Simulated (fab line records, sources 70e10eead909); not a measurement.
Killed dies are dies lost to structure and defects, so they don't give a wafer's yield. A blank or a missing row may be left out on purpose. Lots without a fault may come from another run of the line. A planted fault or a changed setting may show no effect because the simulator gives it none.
fab line records | flow nand_harc
record lots=14 wafers=42 last_day=33
route steps=1302 shown A_CHANNEL_HOLE_D2@570 THIN_TSV@1245 END@1302
lots that met no fault: from a run of the same line without faults
start_h: hours from the record's first day to the start of the lot's first wafer shown | wait_h: hours since the lot's step before | " the same as in the row above | L1.1+2: a row that stands for several wafers | - no value, or no start given | * or withheld: withheld | < > ~ a bound
route shown NAME@n: a module of which the file shows steps, and the number in the route of the first | usual: mean/standard deviation of fault-free wafers | same: alike in all rows | chamber/n: place in a boat | sites: the reading at each site | _std_site: their standard deviation | _edge_site: outer sites' mean less inner sites' | radius_mm: how far each site lies from the wafer's centre | mask NAME#n: copy n | behind: the tool/chamber that last shaped the wafer | hold: why the lot was held/for how many hours/how that ended | device: the transistor (n, p or np) that didn't switch | end of line: the same wafers' tests at the end of the route | a step without rows: its recipe alone | killed: dies lost to structure and defects at the first sort, not the wafer's yield | map: a wafer's dies, x killed, . not, _ none there
set.NAME: the setting as run; set.NAME@STEP: as run at that earlier step | model.NAME: the simulator's own value behind a step, which no gauge read
steps of the route over a sample of lots; a table a step, a row a wafer
services: from which hour (start_h, from the record's first day; less than 0 if before it) a tool's chamber was out of use, for how many hours, and why
## steps
# step NHARC_A_CHANNEL_HOLE_D2_DEP_00
# recipe target_thk_a=31000 temp_c=400 material=aC
# usual throttle_valve_pct=35.000/0.008
# columns lot.wafer tool chamber start_h wait_h throttle_valve_pct
L546.1 acl_dep-03 0 290.25 2.5 34.987
L546.3 " 0 " " 34.995
L546.5 " 0 " " 34.997
L547.1 acl_dep-01 0 304.08 7.2 35.000
L547.4 " 0 " " 35.011
L547.5 " 0 " " 35.006
L548.2 acl_dep-01 0 310.14 7.2 35.010
L548.4 " 0 " " 34.996
L548.6 " 0 " " 35.003
L549.4 acl_dep-02 0 318.21 3.1 35.005
L549.5 " 0 " " 34.985
L549.6 " 0 " " 34.989
L550.1 acl_dep-03 0 326.50 4.6 35.004
L550.3 " 0 " " 34.984
L550.6 " 0 " " 35.005
L552.1 acl_dep-01 0 341.34 2.8 34.991
L552.2 " 0 " " 34.996
L552.3 " 0 " " 34.999
L555.1 acl_dep-03 0 391.21 0.1 35.002
L555.2 " 0 " " 34.993
L555.5 " 0 " " 35.000
L557.1 acl_dep-01 0 398.83 0.1 34.992
L557.2 " 0 " " 35.007
L557.3 " 0 " " 35.002
L556.3 acl_dep-03 0 399.50 0.7 34.990
L556.4 " 0 " " 34.996
L556.5 " 0 " " 34.997
L563.2 acl_dep-01 0 458.89 3.5 35.002
L563.4 " 0 " " 34.995
L563.5 " 0 " " 34.991
L564.1 acl_dep-01 0 464.38 0.1 34.991
L564.2 " 0 " " 35.012
L564.3 " 0 " " 35.004
L566.2 acl_dep-02 0 490.39 0.4 35.002
L566.5 " 0 " " 34.999
L566.6 " 0 " " 35.004
L568.1 acl_dep-03 0 503.48 0.1 34.999
L568.3 " 0 " " 35.012
L568.4 " 0 " " 34.986
L569.2 acl_dep-03 0 525.58 4.1 35.004
L569.4 " 0 " " 35.001
L569.6 " 0 " " 34.989
# step NHARC_THIN_TSV_CMP_01
# recipe target_thk_um=3
# usual motor_current_A=12.8/1.8
# columns lot.wafer tool chamber start_h wait_h motor_current_A
L547.4 cmp-04 1 556.45 0.4 13.7
L547.1 " 0 " " 12.3
L547.5 " 2 " " 11.6
L549.4 cmp-02 2 562.40 0.4 15.8
L549.6 " 2 " " 15.7
L549.5 " 3 " " 10.3
L546.1 cmp-02 2 563.63 1.1 16.1
L546.3 " 0 " " 15.1
L546.5 " 1 " " 15.0
L548.2 cmp-04 2 567.33 0.8 11.3
L548.4 " 1 " " 13.9
L548.6 " 3 " " 12.3
L550.3 cmp-04 3 574.06 0.6 11.7
L550.1 " 1 " " 13.4
L550.6 " 3 " " 11.7
L552.1 cmp-04 3 594.57 1.0 11.5
L552.2 " 1 " " 13.9
L552.3 " 2 " " 11.7
L555.2 cmp-02 0 646.68 0.8 14.4
L555.1 " 3 " " 10.5
L555.5 " 0 " " 15.2
L557.3 cmp-03 1 651.81 0.6 12.8
L557.2 " 2 " " 11.3
L557.1 " 0 " " 11.8
L556.3 cmp-03 3 653.03 0.6 12.5
L556.4 " 1 " " 12.9
L556.5 " 2 " " 11.0
L563.4 cmp-02 1 714.56 0.5 14.9
L564.1 cmp-02 2 735.76 1.0 16.1
L564.3 " 0 " " 15.3
L566.2 cmp-02 1 754.85 0.8 14.2
L566.6 " 1 " " 15.1
L566.5 " 2 " " 16.4
L568.1 cmp-04 2 756.05 1.0 11.7
L568.3 " 0 " " 12.2
L568.4 " 1 " " 14.0
L569.4 cmp-02 2 780.20 0.5 15.8
L569.2 " 0 " " 14.8
L569.6 " 2 " " 16.0
# step NHARC_THIN_TSV_CD_MEAS_12
# recipe target_cd_nm=1000 landing_energy_ev=500
# usual cd_nm=1000.0/1.9
# columns lot.wafer tool chamber start_h wait_h cd_nm
L547.1 cd_sem-01 0 557.76 - 1000.3
L547.4 " 0 " " 997.9
L547.5 " 0 " " 1000.1
L549.4 cd_sem-01 0 563.73 - 1000.6
L549.5 " 0 " " 1000.5
L549.6 " 0 " " 997.1
L546.1 cd_sem-02 0 564.92 - 1000.2
L546.3 " 0 " " 997.2
L546.5 " 0 " " 998.8
L548.2 cd_sem-02 0 568.69 - 998.7
L548.4 " 0 " " 995.2
L548.6 " 0 " " 999.1
L550.1 cd_sem-01 0 575.42 - 1001.9
L550.3 " 0 " " 998.8
L550.6 " 0 " " 999.3
L552.1 cd_sem-03 0 595.75 - 1000.4
L552.2 " 0 " " 998.8
L552.3 " 0 " " 998.5
L555.1 cd_sem-01 0 647.99 - 1000.9
L555.2 " 0 " " 1002.1
L555.5 " 0 " " 1000.7
L557.1 cd_sem-01 0 653.01 - 1002.1
L557.2 " 0 " " 1002.9
L557.3 " 0 " " 1003.3
L556.3 cd_sem-01 0 654.33 - 1000.1
L556.4 " 0 " " 1000.8
L556.5 " 0 " " 998.3
L563.4 cd_sem-01 0 715.82 - 999.6
L564.1 cd_sem-02 0 737.07 - 1003.4
L564.3 " 0 " " 1001.2
L566.2 cd_sem-01 0 756.18 - 1002.6
L566.5 " 0 " " 1003.5
L566.6 " 0 " " 1002.3
L568.1 cd_sem-02 0 757.36 - 1001.1
L568.3 " 0 " " 1002.4
L568.4 " 0 " " 1001.6
L569.2 cd_sem-02 0 781.64 - 1000.5
L569.4 " 0 " " 997.3
L569.6 " 0 " " 997.9
# step NHARC_THIN_TSV_CD_MEAS_16
# usual cd_nm=999.9/1.9
# columns lot.wafer tool chamber start_h wait_h cd_nm
L547.1 cd_sem-03 - 558.76 0.1 1000.8
L547.4 " - " " 997.8
L547.5 " - " " 1000.6
L549.4 cd_sem-02 - 564.69 0.1 1000.1
L549.5 " - " " 1001.0
L549.6 " - " " 996.9
L546.1 cd_sem-01 - 565.88 0.1 1000.2
L546.3 " - " " 996.2
L546.5 " - " " 999.4
L548.2 cd_sem-03 - 569.65 0.1 998.5
L548.4 " - " " 994.8
L548.6 " - " " 998.9
L550.1 cd_sem-02 - 576.38 0.1 1000.7
L550.3 " - " " 998.0
L550.6 " - " " 998.6
L552.1 cd_sem-01 - 596.71 0.1 998.7
L552.2 " - " " 998.7
L552.3 " - " " 997.1
L555.1 cd_sem-03 - 648.96 0.1 1000.7
L555.2 " - " " 1002.6
L555.5 " - " " 1001.5
L557.1 cd_sem-03 - 653.96 0.1 1002.2
L557.2 " - " " 1003.8
L557.3 " - " " 1002.6
L556.3 cd_sem-01 - 655.28 0.1 999.5
L556.4 " - " " 1001.2
L556.5 " - " " 999.4
L563.4 cd_sem-03 - 716.79 0.1 1001.2
L564.1 cd_sem-03 - 738.05 0.1 1002.7
L564.3 " - " " 1000.8
L566.2 cd_sem-02 - 757.15 0.1 1002.3
L566.5 " - " " 1003.0
L566.6 " - " " 1002.6
L568.1 cd_sem-02 - 758.32 0.1 1000.8
L568.3 " - " " 1002.2
L568.4 " - " " 1002.2
L569.2 cd_sem-03 - 782.60 0.1 1000.0
L569.4 " - " " 997.5
L569.6 " - " " 998.0
# step NHARC_END_SORT_01
# recipe temp_c=25
# usual killed_at_array=63/17 killed_at_other=0.8/1.1 killed_at_periphery=3.5/3 killed_dies=67/17 killed_open=3.1/1.6 killed_short=2.6/1.4
# same gross_dies=677
# columns lot.wafer tool chamber start_h wait_h killed_at_array killed_at_other killed_at_periphery killed_dies killed_open killed_short
L563.2 prober-01 0 732.87 2.8 634 0 7 641 2 4
L563.4 prober-01 0 734.46 3.4 52 1 2 55 3 3
L563.5 prober-01 0 735.25 3.7 638 2 1 641 3 6
L564.1 prober-01 0 758.98 2.5 61 0 2 63 6 3
L564.2 prober-01 0 759.77 2.8 638 0 2 640 4 2
L564.3 prober-01 0 760.57 3.1 57 0 1 58 2 4
L569.2 prober-01 0 796.93 2.8 47 2 12 61 4 1
L569.6 prober-01 0 800.10 4.0 61 2 2 65 5 0
# killed by level:class
L563.2 A_CHANNEL_HOLE_D2:area_dep=588 A_CHANNEL_HOLE_D1:chamber_film_flake=27 A_CONTACT:chamber_film_flake=7 A_STAIRCASE:chamber_film_flake=6 A_DECK1_JOINT:chamber_film_flake=3 P_M0:geometric_particle:short=2 P_GATE:geometric_particle:short=1 P_CONTACT:geometric_particle:open=1
L563.4 A_CHANNEL_HOLE_D1:chamber_film_flake=34 A_CONTACT:chamber_film_flake=6 A_STAIRCASE:chamber_film_flake=5 A_SLIT:chamber_film_flake=2 P_GATE:geometric_particle:short=1 P_M1:geometric_particle:open=1 A_ONON_D1:geometric_particle:open=1 A_ONON_D1:geometric_particle:short=1
L563.5 A_CHANNEL_HOLE_D2:area_dep=573 A_CHANNEL_HOLE_D1:chamber_film_flake=35 A_STAIRCASE:chamber_film_flake=9 A_CONTACT:chamber_film_flake=7 A_SLIT:chamber_film_flake=3 A_ONON_D1:geometric_particle:short=2 A_DECK1_JOINT:chamber_film_flake=2 THIN_TSV:chamber_film_flake=2
L564.1 A_CHANNEL_HOLE_D2:chamber_film_flake=25 A_CHANNEL_HOLE_D1:chamber_film_flake=9 A_STAIRCASE:chamber_film_flake=8 A_SLIT:chamber_film_flake=6 A_CONTACT:chamber_film_flake=2 P_CONTACT:geometric_particle:open=1 A_CHANNEL_FILL_D1:geometric_particle:open=1 A_CHANNEL_FILL_D1:geometric_particle:short=1
L564.2 A_CHANNEL_HOLE_D2:area_dep=584 A_CHANNEL_HOLE_D2:chamber_film_flake=23 A_CHANNEL_HOLE_D1:chamber_film_flake=14 A_CONTACT:chamber_film_flake=4 A_STAIRCASE:chamber_film_flake=3 A_SLIT:chamber_film_flake=3 A_DECK1_JOINT:geometric_particle:open=2 P_M2:geometric_particle:short=1
L564.3 A_CHANNEL_HOLE_D2:chamber_film_flake=24 A_CHANNEL_HOLE_D1:chamber_film_flake=9 A_STAIRCASE:chamber_film_flake=8 A_SLIT:chamber_film_flake=7 A_DECK1_JOINT:chamber_film_flake=3 P_M0:geometric_particle:open=1 A_SOURCE_PLATE:geometric_particle:short=1 A_CHANNEL_FILL_D1:geometric_particle:short=1
L569.2 A_CHANNEL_HOLE_D2:chamber_film_flake=31 A_SLIT:chamber_film_flake=9 P_M1:chamber_film_flake=7 A_M1:chamber_film_flake=4 P_CONTACT:geometric_particle:open=2 P_STI:chamber_film_flake=2 A_CONTACT:chamber_film_flake=2 P_M2:geometric_particle:open=1
L569.6 A_CHANNEL_HOLE_D2:chamber_film_flake=34 A_SLIT:chamber_film_flake=9 A_CONTACT:chamber_film_flake=9 A_ONON_D1:geometric_particle:open=3 A_M1:chamber_film_flake=2 THIN_TSV:chamber_film_flake=2 P_GATE:geometric_particle:open=1 A_WL_FILL:geometric_particle:open=1
## services
# columns tool chamber start_h hours kind
acl_dep-01 - 275.13 9.7 repair
acl_dep-03 - 297.65 13.0 pm
cmp-02 - 319.28 10.9 repair
cmp-02 - 331.09 4.0 pm
cmp-02 - 336.78 2.0 repair
acl_dep-01 - 374.39 13.0 pm
cmp-02 - 377.89 1.9 repair
cmp-02 - 384.13 0.4 repair
cmp-02 - 409.24 3.4 repair
cmp-02 - 429.15 4.0 pm
cmp-02 - 435.15 0.5 repair
cmp-02 - 472.02 1.5 repair
acl_dep-03 - 479.89 13.0 pm
cmp-02 - 502.89 2.1 repair
cmp-02 - 527.15 4.0 pm
acl_dep-01 - 555.50 13.0 pm
cmp-02 - 625.18 4.0 pm
cmp-02 - 656.88 0.3 repair
acl_dep-03 - 662.51 13.0 pm
acl_dep-03 - 696.24 3.1 repair
acl_dep-01 - 704.28 4.9 repair
cmp-02 - 723.18 4.0 pm
cmp-02 - 729.79 1.8 repair
acl_dep-01 - 737.73 13.0 pm
## key
first_sign step=NHARC_END_SORT_01 reading=killed_at_array direction=up sigmas=33 usual=63 struck=637
effect step=NHARC_END_SORT_01 reading=killed_dies direction=up sigmas=33 usual=67 struck=641
more_kills_born_at NHARC_A_CHANNEL_HOLE_D2_DEP_00@acl_dep-01=1745
met_at NHARC_A_CHANNEL_HOLE_D2_DEP_00
struck_lots L563,L564
struck_wafers L563.2,L563.5,L564.2
later_rows_left_out L563.2,L563.5,L564.2
tester_left_out L563,L564
not_acting_at NHARC_THIN_TSV_CMP_01,NHARC_THIN_TSV_CD_MEAS_12,NHARC_THIN_TSV_CD_MEAS_16
onset_between 398.83 458.89
fault kind=process_parameter_drift tool=acl_dep-01 chamber=- onset_h=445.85 steps=NHARC_A_CHANNEL_HOLE_D2_DEP_00 channel=target_thk_a offset=* shape=step end_h=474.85 scope=struck_wafers_only acts_in=* stated=*
# tester_left_out: of these lots the tester's yield and bins aren't shown, on N5 and GAA mostly nor the transistor test; their killed dies are dies lost to structure and defects alone, not to doping, threshold or leakage, so they don't give the yield
# later_rows_left_out: the simulator's readings of these wafers behind a module that went badly wrong aren't trusted and aren't shown, but for the sort
